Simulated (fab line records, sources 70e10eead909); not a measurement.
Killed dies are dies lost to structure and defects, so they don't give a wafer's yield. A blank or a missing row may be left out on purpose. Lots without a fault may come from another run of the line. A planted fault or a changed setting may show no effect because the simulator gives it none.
fab line records | flow nand_harc
record lots=15 wafers=45 last_day=31
route steps=1302 shown A_CHANNEL_HOLE_D2@587
lots that met no fault: from a run of the same line without faults
start_h: hours from the record's first day to the start of the lot's first wafer shown | wait_h: hours since the lot's step before | " the same as in the row above | L1.1+2: a row that stands for several wafers | - no value, or no start given | * or withheld: withheld | < > ~ a bound
route shown NAME@n: a module of which the file shows steps, and the number in the route of the first | usual: mean/standard deviation of fault-free wafers | same: alike in all rows | chamber/n: place in a boat | sites: the reading at each site | _std_site: their standard deviation | _edge_site: outer sites' mean less inner sites' | radius_mm: how far each site lies from the wafer's centre | mask NAME#n: copy n | behind: the tool/chamber that last shaped the wafer | hold: why the lot was held/for how many hours/how that ended | device: the transistor (n, p or np) that didn't switch | end of line: the same wafers' tests at the end of the route | a step without rows: its recipe alone | killed: dies lost to structure and defects at the first sort, not the wafer's yield | map: a wafer's dies, x killed, . not, _ none there
set.NAME: the setting as run; set.NAME@STEP: as run at that earlier step | model.NAME: the simulator's own value behind a step, which no gauge read
steps of the route over a sample of lots; a table a step, a row a wafer
services: from which hour (start_h, from the record's first day; less than 0 if before it) a tool's chamber was out of use, for how many hours, and why
## steps
# step NHARC_A_CHANNEL_HOLE_D2_ETCH_39
# recipe target_depth_a=2600 over_etch_frac=0.3 time_s=325 ion_energy_ev=200 n2_flow_sccm=150 h2_flow_sccm=150 ar_flow_sccm=0 rf_w=400 bias_w=150 chemistry=N2/H2
# usual bias_w=150.0/0.4 chamber_pressure_mTorr=30.006/0.028 drypump_motor_current_A=5.6/0.59 oes_product_au=1.000/0.0067 rf_fwd_power_W=399.1/1.2 rf_vpp_V=432.6/2 showerhead_plenum_p_Torr=2.11/0.068 throttle_valve_pct=14.173/0.01
# columns lot.wafer tool chamber start_h wait_h bias_w chamber_pressure_mTorr drypump_motor_current_A oes_product_au rf_fwd_power_W rf_hours_counter_h rf_vpp_V showerhead_plenum_p_Torr throttle_valve_pct
L706.1 rie_diel-07 0 - - 149.9 29.984 5.8 0.996 399.9 0.8 431.3 2.09 14.160
L706.4 " 2 " " 149.6 29.972 4.6 1.000 399.5 0.9 433.3 2.14 14.169
L706.3 " 3 " " 150.1 30.024 6.3 0.993 401.0 0.9 432.2 2.08 14.181
L709.3 rie_diel-07 3 - - 149.8 30.022 6.2 1.003 398.3 2.1 431.1 2.08 14.180
L709.4 " 0 " " 149.4 29.998 5.8 0.995 399.4 2.0 431.7 2.09 14.171
L709.1 " 1 " " 150.2 29.978 6.4 1.025 398.4 1.2 434.6 2.18 14.181
L711.3 rie_diel-09 0 - - 149.9 29.975 5.5 1.010 399.3 1.7 430.9 2.09 14.167
L711.4 " 0 " " 150.1 29.979 5.5 0.997 399.6 - 430.9 2.09 14.183
L711.6 " 1 " " 150.4 30.023 5.2 1.008 397.6 - 433.5 2.19 14.163
L713.2 rie_diel-07 3 - - 150.2 30.041 6.3 0.989 399.9 4.5 431.5 2.08 14.176
L713.1 " 0 " " 150.8 29.990 5.8 0.998 399.0 4.2 431.8 2.09 14.167
L713.5 " 0 " " 150.2 30.045 5.8 0.997 398.4 - 432.9 2.09 14.182
L715.3 rie_diel-07 2 - - 150.4 30.022 4.6 0.997 398.9 6.0 433.0 2.14 14.185
L715.1 " 3 " " 150.0 30.024 6.3 1.000 398.4 6.5 431.9 2.08 14.184
L715.5 " 0 " " 150.3 30.017 5.8 0.998 399.0 - 432.4 2.09 14.164
L716.3 rie_diel-09 3 - - 149.8 30.023 5.8 0.999 399.9 6.4 433.6 2.13 14.177
L716.2 " 1 " " 150.3 29.997 5.2 1.015 400.1 5.9 435.4 2.19 14.167
L716.6 " 3 " " 149.5 29.974 5.9 0.997 399.3 - 433.3 2.13 14.176
L717.3 rie_diel-07 1 - - 149.4 30.058 6.3 1.001 401.2 5.5 434.6 2.18 14.169
L717.2 " 3 " " 150.0 30.031 6.3 1.004 399.2 7.1 431.9 2.08 14.165
L717.6 " 0 " " 149.7 29.988 5.8 0.994 399.6 - 430.8 2.09 14.166
L718.1 rie_diel-09 0 - - 149.6 29.999 5.5 0.998 398.1 6.2 433.6 2.09 14.181
L718.6 " 0 " " 149.6 29.979 5.5 0.998 398.7 - 431.5 2.09 14.179
L718.5 " 1 " " 150.6 29.984 5.2 1.012 400.0 - 433.4 2.19 14.176
L719.1 rie_diel-09 2 - - 150.3 30.003 4.8 0.996 400.4 4.1 434.0 2.15 14.185
L719.2 " 1 " " 150.6 29.978 5.2 0.999 395.6 7.2 435.6 2.19 14.173
L719.5 " 2 " " 150.2 29.969 4.8 0.996 401.8 - 432.4 2.15 14.188
L720.1 rie_diel-09 0 - - 149.7 29.970 5.5 1.007 396.6 7.8 431.8 2.09 14.169
L720.2 " 1 " " 150.7 29.982 5.2 1.002 399.9 8.1 434.6 2.19 14.161
L720.4 " 3 " " 149.4 30.029 5.8 0.993 400.0 8.9 433.6 2.13 14.167
L721.4 rie_diel-08 3 - - 150.7 30.009 5.4 0.997 399.3 3.8 432.8 2.07 14.173
L721.3 " 0 " " 150.3 29.991 6.0 0.997 397.5 3.8 427.7 1.90 14.168
L721.5 " 1 " " 150.2 29.981 5.3 1.006 399.6 - 434.5 2.17 14.185
L722.3 rie_diel-09 1 - - 149.8 29.995 5.2 1.006 400.4 9.1 434.7 2.19 14.177
L722.2 " 2 " " 150.2 30.017 4.8 1.009 398.5 6.3 433.5 2.15 14.189
L722.5 " 2 " " 150.1 30.030 4.8 1.004 399.5 - 434.1 2.15 14.175
L723.3 rie_diel-07 3 - - 150.4 30.008 6.3 0.995 399.0 9.3 432.1 2.07 14.166
L723.6 " 2 " " 151.0 30.003 4.6 0.981 399.6 - 432.9 2.14 14.195
L723.5 " 3 " " 150.0 30.007 6.3 0.991 398.1 - 431.5 2.07 14.175
L725.4 rie_diel-07 3 - - 150.1 29.998 6.3 0.989 398.9 0.1 430.7 2.07 14.175
L725.2 " 0 " " 149.0 30.038 5.8 0.995 399.4 0.1 431.5 2.08 14.168
L725.6 " 3 " " 149.3 29.986 6.3 0.992 399.4 - 432.4 2.07 14.186
L726.3 rie_diel-07 2 - - 149.5 29.996 4.6 0.997 399.7 0.8 432.6 2.13 14.176
L726.4 " 3 " " 149.4 30.065 6.3 0.988 398.5 0.5 431.3 2.07 14.176
L726.5 " 0 " " 150.3 29.992 5.8 0.997 401.3 - 431.9 2.09 14.182
# step NHARC_A_CHANNEL_HOLE_D2_ETCH_24
# recipe bias_v=5000 source_w=withheld pressure_mtorr=20 time_s=906.2 ar_flow_sccm=375 c4f8_flow_sccm=93.8 o2_flow_sccm=31.2 temp_c=-20 target_depth_a=15000 chemistry=C4F8/O2/Ar
# usual c4f8_flow_sccm=93.8/0.32 chamber_pressure_mTorr=20.000/0.018 drypump_motor_current_A=5.69/0.25 showerhead_plenum_p_Torr=3.64/0.049 throttle_valve_pct=32.237/0.009
# columns lot.wafer tool chamber start_h wait_h c4f8_flow_sccm chamber_pressure_mTorr drypump_motor_current_A rf_hours_counter_h showerhead_plenum_p_Torr throttle_valve_pct
L706.1 har_etch-02 0 326.40 0.6 94.2 19.984 5.99 373 3.65 32.242
L706.3 " 0 " " 94.0 19.983 5.98 - 3.65 32.233
L706.4 " 1 " " 93.8 19.996 5.56 - 3.73 32.242
L709.1 har_etch-01 0 334.77 0.6 94.2 19.995 5.85 170 3.60 32.236
L709.4 " 1 " " 94.1 19.967 5.35 - 3.68 32.240
L709.3 " 0 " " 93.7 19.994 5.84 - 3.60 32.252
L711.4 har_etch-01 0 348.75 0.6 93.9 19.967 5.88 - 3.59 32.260
L711.3 " 1 " " 94.0 20.019 5.36 - 3.67 32.240
L711.6 " 1 " " 93.9 19.998 5.36 - 3.67 32.236
L713.2 har_etch-02 1 363.22 0.6 93.9 19.957 5.55 380 3.72 32.226
L713.1 " 0 " " 93.4 19.992 5.98 403 3.64 32.232
L713.5 " 0 " " 93.8 19.977 5.99 - 3.64 32.233
L715.1 har_etch-01 0 394.49 0.6 94.2 20.017 5.85 220 3.57 32.235
L715.3 " 1 " " 94.2 20.001 5.32 - 3.65 32.217
L715.5 " 0 " " 94.1 20.010 5.87 - 3.57 32.227
L716.2 har_etch-01 0 404.65 0.6 93.6 20.012 5.83 223 3.57 32.222
L716.3 " 0 " " 93.6 20.008 5.83 - 3.57 32.233
L716.6 " 1 " " 93.1 20.000 5.35 - 3.65 32.226
L717.2 har_etch-02 1 408.66 0.6 93.7 19.999 5.57 6 3.71 32.237
L717.3 " 1 " " 93.6 20.001 5.57 - 3.71 32.254
L717.6 " 1 " " 93.8 20.036 5.59 - 3.71 32.233
L718.1 har_etch-01 0 409.02 0.6 93.9 19.987 5.88 227 3.57 32.239
L718.5 " 1 " " 93.7 20.007 5.34 - 3.65 32.221
L718.6 " 0 " " 94.0 19.965 5.87 - 3.57 32.236
L719.1 har_etch-01 0 419.83 0.6 94.6 20.006 5.87 235 3.57 32.230
L719.2 " 1 " " 93.9 20.022 5.36 235 3.65 32.241
L719.5 " 0 " " 94.5 20.020 5.90 - 3.57 32.233
L720.2 har_etch-02 0 441.99 0.6 93.8 19.980 5.99 25 3.62 32.231
L720.1 " 1 " " 93.5 19.968 5.55 25 3.70 32.225
L720.4 " 0 " " 93.3 20.020 5.99 - 3.62 32.246
L721.3 har_etch-01 1 449.80 0.6 93.9 20.010 5.39 - 3.64 32.234
L721.4 " 0 " " 94.1 19.984 5.85 - 3.56 32.244
L721.5 " 0 " " 93.3 20.009 5.86 - 3.56 32.236
L722.2 har_etch-01 0 467.88 0.6 93.9 20.020 5.84 250 3.56 32.241
L722.3 " 1 " " 93.6 19.979 5.33 - 3.64 32.245
L722.5 " 1 " " 94.0 19.989 5.34 - 3.64 32.228
L723.3 har_etch-02 0 468.18 0.6 93.8 19.998 5.99 - 3.61 32.242
L723.6 " 0 " " 93.7 20.023 6.00 - 3.61 32.253
L723.5 " 1 " " 93.9 19.997 5.54 - 3.69 32.226
L725.2 har_etch-02 0 485.88 0.6 93.8 20.023 5.99 48 3.61 32.243
L725.4 " 1 " " 94.0 19.983 5.59 - 3.68 32.245
L725.6 " 1 " " 93.5 20.012 5.57 - 3.68 32.244
L726.4 har_etch-02 0 490.20 0.6 93.7 19.993 6.00 - 3.61 32.240
L726.3 " 1 " " 94.2 20.026 5.56 - 3.68 32.236
L726.5 " 1 " " 93.6 19.995 5.56 - 3.68 32.248
# step NHARC_A_CHANNEL_HOLE_D2_ETCH_25
# recipe bias_v=5000 source_w=withheld pressure_mtorr=20 time_s=1040.2 ar_flow_sccm=375 c4f8_flow_sccm=93.8 o2_flow_sccm=31.2 temp_c=-20 target_depth_a=15000 chemistry=C4F8/O2/Ar
# usual c4f8_flow_sccm=93.84/0.28 chamber_pressure_mTorr=20.000/0.018 drypump_motor_current_A=5.68/0.26 showerhead_plenum_p_Torr=3.64/0.049 throttle_valve_pct=32.235/0.0089
# columns lot.wafer tool chamber start_h wait_h c4f8_flow_sccm chamber_pressure_mTorr drypump_motor_current_A rf_hours_counter_h showerhead_plenum_p_Torr throttle_valve_pct
L706.1 har_etch-02 0 327.16 0.6 93.90 20.019 5.98 374 3.65 32.245
L706.3 " 0 " " 94.34 19.984 5.99 - 3.65 32.248
L706.4 " 1 " " 93.99 20.030 5.56 - 3.73 32.236
L709.1 har_etch-01 0 335.57 0.7 93.62 20.000 5.86 171 3.60 32.241
L709.4 " 1 " " 94.07 20.004 5.35 - 3.68 32.234
L709.3 " 0 " " 93.34 19.996 5.84 - 3.60 32.240
L711.4 har_etch-01 0 349.55 0.7 93.61 20.000 5.83 - 3.59 32.230
L711.3 " 1 " " 94.14 19.984 5.34 - 3.67 32.225
L711.6 " 1 " " 94.05 19.999 5.32 - 3.67 32.234
L713.2 har_etch-02 1 363.98 0.6 93.80 19.984 5.57 381 3.71 32.226
L713.1 " 0 " " 93.58 20.004 5.99 404 3.64 32.235
L713.5 " 0 " " 93.71 19.952 5.99 - 3.64 32.224
L715.1 har_etch-01 0 395.29 0.7 93.79 20.019 5.84 220 3.57 32.233
L715.3 " 1 " " 93.79 19.992 5.32 - 3.65 32.233
L715.5 " 0 " " 93.88 20.001 5.84 - 3.57 32.228
L716.2 har_etch-01 0 405.44 0.7 93.65 19.997 5.86 224 3.57 32.233
L716.3 " 0 " " 94.03 20.006 5.82 - 3.57 32.241
L716.6 " 1 " " 94.12 20.026 5.31 - 3.65 32.225
L717.2 har_etch-02 1 409.42 0.6 93.74 20.035 5.54 7 3.71 32.235
L717.3 " 1 " " 94.34 20.026 5.53 - 3.71 32.244
L717.6 " 1 " " 94.22 19.981 5.54 - 3.71 32.230
L718.1 har_etch-01 0 409.81 0.7 94.09 20.017 5.84 228 3.57 32.249
L718.5 " 1 " " 93.77 19.986 5.33 - 3.65 32.237
L718.6 " 0 " " 93.66 20.006 5.83 - 3.57 32.247
L719.1 har_etch-01 0 420.61 0.6 93.70 20.008 5.85 236 3.56 32.229
L719.2 " 1 " " 93.39 19.999 5.29 236 3.65 32.233
L719.5 " 0 " " 93.71 19.998 5.86 - 3.56 32.236
L720.2 har_etch-02 0 442.77 0.6 93.69 19.983 5.97 26 3.62 32.237
L720.1 " 1 " " 93.78 20.013 5.56 26 3.70 32.254
L720.4 " 0 " " 93.80 20.020 5.98 - 3.62 32.235
L721.3 har_etch-01 1 450.60 0.7 93.84 19.998 5.35 - 3.64 32.243
L721.4 " 0 " " 94.00 20.006 5.85 - 3.56 32.228
L721.5 " 0 " " 93.47 20.024 5.84 - 3.56 32.230
L722.2 har_etch-01 0 468.66 0.7 94.17 20.009 5.84 251 3.56 32.238
L722.3 " 1 " " 93.79 19.995 5.35 - 3.64 32.246
L722.5 " 1 " " 93.12 19.984 5.31 - 3.64 32.234
L723.3 har_etch-02 0 468.98 0.7 93.96 19.975 5.99 - 3.61 32.243
L723.6 " 0 " " 93.26 19.984 5.98 - 3.61 32.221
L723.5 " 1 " " 93.72 20.000 5.57 - 3.69 32.218
L725.2 har_etch-02 0 486.66 0.7 93.86 19.983 5.99 49 3.61 32.234
L725.4 " 1 " " 94.23 19.992 5.57 - 3.68 32.216
L725.6 " 1 " " 94.25 19.983 5.58 - 3.68 32.239
L726.4 har_etch-02 0 491.00 0.7 93.57 19.990 5.99 - 3.60 32.250
L726.3 " 1 " " 94.08 20.007 5.54 - 3.68 32.246
L726.5 " 1 " " 94.24 19.989 5.56 - 3.68 32.237
# step NHARC_A_CHANNEL_HOLE_D2_ETCH_27
# recipe bias_v=400 source_w=2000 pressure_mtorr=25 time_s=90 ar_flow_sccm=375 c4f8_flow_sccm=41.7 o2_flow_sccm=83.3 temp_c=-20 target_depth_a=4000 chemistry=C4F8/O2/Ar
# usual bias_v=400/4 c4f8_flow_sccm=41.69/0.11 drypump_motor_current_A=5.69/0.25 rf_fwd_power_W=1985/6.5 showerhead_plenum_p_Torr=3.68/0.051 throttle_valve_pct=27.621/0.0089
# columns lot.wafer tool chamber start_h wait_h bias_v c4f8_flow_sccm drypump_motor_current_A rf_fwd_power_W rf_hours_counter_h showerhead_plenum_p_Torr throttle_valve_pct
L706.1 har_etch-02 0 328.25 0.2 401 41.67 5.99 1998 375 3.70 27.618
L706.3 " 0 " " 396 41.57 5.99 1998 - 3.70 27.620
L706.4 " 1 " " 400 41.76 5.57 1998 - 3.78 27.621
L709.1 har_etch-01 0 336.53 0.2 400 41.55 5.86 1975 172 3.64 27.608
L709.4 " 1 " " 407 41.67 5.36 1988 - 3.72 27.632
L709.3 " 0 " " 401 41.70 5.86 1982 - 3.64 27.631
L711.4 har_etch-01 0 350.40 0.2 397 41.71 5.88 1990 - 3.63 27.620
L711.3 " 1 " " 403 41.62 5.38 1991 - 3.72 27.634
L711.6 " 1 " " 399 41.71 5.42 1993 - 3.72 27.627
L713.2 har_etch-02 1 365.07 0.2 404 41.63 5.54 1990 382 3.76 27.616
L713.1 " 0 " " 402 41.59 5.98 1967 405 3.68 27.597
L713.5 " 0 " " 395 41.52 5.98 1972 - 3.68 27.631
L715.1 har_etch-01 0 396.26 0.2 401 41.72 5.89 1987 221 3.61 27.640
L715.3 " 1 " " 402 41.72 5.32 1992 - 3.70 27.643
L715.5 " 0 " " 399 41.73 5.89 1984 - 3.61 27.624
L716.2 har_etch-01 0 406.41 0.2 402 41.69 5.84 1990 225 3.61 27.621
L716.3 " 0 " " 408 41.56 5.83 1984 - 3.61 27.613
L716.6 " 1 " " 397 41.52 5.36 1977 - 3.69 27.623
L717.2 har_etch-02 1 410.50 0.2 399 41.83 5.56 1993 8 3.75 27.630
L717.3 " 1 " " 395 41.64 5.59 1982 - 3.75 27.635
L717.6 " 1 " " 403 41.75 5.55 1983 - 3.75 27.617
L718.1 har_etch-01 0 410.76 0.2 403 41.65 5.88 1974 229 3.61 27.624
L718.5 " 1 " " 403 41.66 5.33 1984 - 3.69 27.627
L718.6 " 0 " " 400 41.75 5.90 1989 - 3.61 27.608
L719.1 har_etch-01 0 421.70 0.2 404 41.66 5.85 1971 237 3.60 27.612
L719.2 " 1 " " 397 41.78 5.34 1986 237 3.69 27.617
L719.5 " 0 " " 407 41.74 5.86 1979 - 3.60 27.621
L720.2 har_etch-02 0 443.85 0.2 399 41.61 5.98 1979 27 3.66 27.611
L720.1 " 1 " " 392 41.80 5.56 1995 27 3.74 27.630
L720.4 " 0 " " 397 41.64 5.97 1980 - 3.66 27.612
L721.3 har_etch-01 1 451.44 0.2 407 41.74 5.36 1993 - 3.68 27.643
L721.4 " 0 " " 402 41.67 5.87 1975 - 3.60 27.624
L721.5 " 0 " " 398 41.57 5.82 1986 - 3.60 27.612
L722.2 har_etch-01 0 469.61 0.2 - - - - - - -
L722.3 " 1 " " - - - - - - -
L722.5 " 1 " " - - - - - - -
L723.3 har_etch-02 0 469.82 0.2 - - - - - - -
L723.6 " 0 " " - - - - - - -
L723.5 " 1 " " - - - - - - -
L725.2 har_etch-02 0 487.63 0.2 - - - - - - -
L725.4 " 1 " " - - - - - - -
L725.6 " 1 " " - - - - - - -
L726.4 har_etch-02 0 491.86 0.2 398 41.78 6.00 1981 - 3.65 27.618
L726.3 " 1 " " 396 41.74 5.59 1984 - 3.72 27.619
L726.5 " 1 " " 395 41.52 5.57 1987 - 3.72 27.629
## services
# columns tool chamber start_h hours kind
rie_diel-07 0 303.21 - clean
rie_diel-07 1 303.21 - clean
rie_diel-07 2 303.21 - clean
rie_diel-07 3 303.21 - clean
rie_diel-09 - 320.11 9.0 pm
rie_diel-07 0 327.78 - clean
rie_diel-07 1 327.78 - clean
rie_diel-07 2 327.78 - clean
rie_diel-07 3 327.78 - clean
rie_diel-09 2 333.18 19.9 repair
rie_diel-07 0 352.28 - clean
rie_diel-08 3 359.45 1.3 repair
rie_diel-08 - 367.83 9.0 pm
har_etch-02 - 377.00 17.0 pm
har_etch-02 0 377.00 17.0 vent_cycle
har_etch-02 1 377.00 17.0 vent_cycle
har_etch-02 0 394.00 - clean
har_etch-02 0 394.00 - consumable_replace:focus_ring
har_etch-02 1 394.00 - clean
rie_diel-09 - 407.66 1.2 repair
rie_diel-09 - 422.98 0.3 repair
rie_diel-07 - 471.21 9.0 pm
rie_diel-09 - 477.43 0.3 repair
rie_diel-08 3 484.40 1.7 repair
## key
first_sign step=NHARC_A_CHANNEL_HOLE_D2_ETCH_27 reading=tool_record direction=missing
effect none on later readings
met_at NHARC_A_CHANNEL_HOLE_D2_ETCH_27
struck_lots L722,L723,L725
later_rows_left_out L722.2,L722.3,L722.5,L723.3,L723.5,L723.6,L725.2,L725.4,L725.6
sort_left_out L722.2,L722.3,L722.5,L723.3,L723.5,L723.6,L725.2,L725.4,L725.6
tester_left_out L722,L723,L725
not_acting_at NHARC_A_CHANNEL_HOLE_D2_ETCH_39,NHARC_A_CHANNEL_HOLE_D2_ETCH_24,NHARC_A_CHANNEL_HOLE_D2_ETCH_25
onset_between 451.44 469.61
fault kind=skipped_step_whole tool=har_etch-01,har_etch-02 chamber=- onset_h=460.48 steps=NHARC_A_CHANNEL_HOLE_D2_ETCH_27 scope=struck_lots_only
# tester_left_out: of these lots the tester's yield and bins aren't shown, on N5 and GAA mostly nor the transistor test; their killed dies are dies lost to structure and defects alone, not to doping, threshold or leakage, so they don't give the yield
# sort_left_out: the simulated sort isn't trusted on such a fault, so these wafers' sort isn't shown, and their yield isn't known
# later_rows_left_out: the simulator's readings of these wafers behind a module that went badly wrong aren't trusted and aren't shown, but for the sort
